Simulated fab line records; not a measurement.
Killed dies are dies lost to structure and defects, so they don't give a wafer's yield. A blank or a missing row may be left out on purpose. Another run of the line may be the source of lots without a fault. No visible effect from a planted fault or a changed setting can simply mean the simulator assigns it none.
Chamber matching :: flow n5Finfet :: N5_BEOL_M2_DESCUM_33 on rieDiel-03 has 4 sister chambers
The step chemistry O2, time 7 s. 16 wafers are shown with their chamber, then 8 later ones without.

== WAFERS PAIRED WITH THEIR CHAMBERS ==
wafer: L076.1
chamber: 1
drypumpMotorCurrentA (A): 4.8
showerheadPlenumPTorr (Torr): 2.03
throttleValvePct (%): 20.09

wafer: L076.4
chamber: 0
drypumpMotorCurrentA (A): 6.3
showerheadPlenumPTorr (Torr): 2.17
throttleValvePct (%): 20.72

wafer: L076.6
chamber: 0
drypumpMotorCurrentA (A): 6.3
showerheadPlenumPTorr (Torr): 2.17
throttleValvePct (%): 20.69

wafer: L077.2
chamber: 0
drypumpMotorCurrentA (A): 6.3
showerheadPlenumPTorr (Torr): 2.17
throttleValvePct (%): 20.71

wafer: L077.5
chamber: 3
drypumpMotorCurrentA (A): 5.8
showerheadPlenumPTorr (Torr): 2.15
throttleValvePct (%): 20.44

wafer: L077.6
chamber: 0
drypumpMotorCurrentA (A): 6.3
showerheadPlenumPTorr (Torr): 2.17
throttleValvePct (%): 20.71

wafer: L081.2
chamber: 3
drypumpMotorCurrentA (A): 5.8
showerheadPlenumPTorr (Torr): 2.15
throttleValvePct (%): 20.46

wafer: L081.4
chamber: 0
drypumpMotorCurrentA (A): 6.3
showerheadPlenumPTorr (Torr): 2.17
throttleValvePct (%): 20.72

wafer: L081.5
chamber: 1
drypumpMotorCurrentA (A): 4.9
showerheadPlenumPTorr (Torr): 2.03
throttleValvePct (%): 20.10

wafer: L083.1
chamber: 2
drypumpMotorCurrentA (A): 5.8
showerheadPlenumPTorr (Torr): 1.99
throttleValvePct (%): 20.61

wafer: L083.2
chamber: 3
drypumpMotorCurrentA (A): 5.8
showerheadPlenumPTorr (Torr): 2.15
throttleValvePct (%): 20.46

wafer: L083.3
chamber: 1
drypumpMotorCurrentA (A): 4.8
showerheadPlenumPTorr (Torr): 2.03
throttleValvePct (%): 20.12

wafer: L088.1
chamber: 2
drypumpMotorCurrentA (A): 5.8
showerheadPlenumPTorr (Torr): 1.98
throttleValvePct (%): 20.65

wafer: L088.2
chamber: 0
drypumpMotorCurrentA (A): 6.2
showerheadPlenumPTorr (Torr): 2.16
throttleValvePct (%): 20.71

wafer: L088.4
chamber: 2
drypumpMotorCurrentA (A): 5.8
showerheadPlenumPTorr (Torr): 1.98
throttleValvePct (%): 20.62

wafer: L089.2
chamber: 3
drypumpMotorCurrentA (A): 5.8
showerheadPlenumPTorr (Torr): 2.14
throttleValvePct (%): 20.49

SIGNATURES, as means of the wafers listed above
reading: drypumpMotorCurrentA
chamber 0: 6.283
chamber 1: 4.833
chamber 2: 5.800
chamber 3: 5.800
scatter within a chamber: 0.0354

reading: showerheadPlenumPTorr
chamber 0: 2.1683
chamber 1: 2.0300
chamber 2: 1.9833
chamber 3: 2.1475
scatter within a chamber: 0.00433

reading: throttleValvePct
chamber 0: 20.7100
chamber 1: 20.1033
chamber 2: 20.6267
chamber 3: 20.4625
scatter within a chamber: 0.0164
Rule: for each reading, subtract the chamber's mean from the wafer's reading, divide by that reading's scatter and square the result; add these up over the readings and take the root, which gives the wafer's distance from the chamber. The wafer belongs to the nearest chamber; if the next one is less than 2 further off, it can't be placed. The scatter: the root of (the sum of the squares of (reading less its chamber's mean) over the shown wafers, divided by (wafers less chambers)).

== WAFERS MISSING THEIR CHAMBER ==
wafer: L089.3
drypumpMotorCurrentA (A): 6.3
showerheadPlenumPTorr (Torr): 2.16
throttleValvePct (%): 20.71

wafer: L089.5
drypumpMotorCurrentA (A): 5.8
showerheadPlenumPTorr (Torr): 1.98
throttleValvePct (%): 20.64

wafer: L093.4
drypumpMotorCurrentA (A): 5.8
showerheadPlenumPTorr (Torr): 2.14
throttleValvePct (%): 20.50

wafer: L093.5
drypumpMotorCurrentA (A): 5.8
showerheadPlenumPTorr (Torr): 1.98
throttleValvePct (%): 20.64

wafer: L093.6
drypumpMotorCurrentA (A): 4.9
showerheadPlenumPTorr (Torr): 2.02
throttleValvePct (%): 20.14

wafer: L095.1
drypumpMotorCurrentA (A): 5.8
showerheadPlenumPTorr (Torr): 1.98
throttleValvePct (%): 20.65

wafer: L095.4
drypumpMotorCurrentA (A): 4.8
showerheadPlenumPTorr (Torr): 2.02
throttleValvePct (%): 20.14

wafer: L095.5
drypumpMotorCurrentA (A): 5.8
showerheadPlenumPTorr (Torr): 1.98
throttleValvePct (%): 20.66

== THE CHAMBER EACH PASSED THROUGH ==
wafer: L089.3
from the rows above: 0
in truth: 0

wafer: L089.5
from the rows above: 2
in truth: 2

wafer: L093.4
from the rows above: 3
in truth: 3

wafer: L093.5
from the rows above: 2
in truth: 2

wafer: L093.6
from the rows above: 1
in truth: 1

wafer: L095.1
from the rows above: 2
in truth: 2

wafer: L095.4
from the rows above: 1
in truth: 1

wafer: L095.5
from the rows above: 2
in truth: 2
8 of 8 placed correctly. Can't be placed from these rows: 0. Wrongly placed: 0.
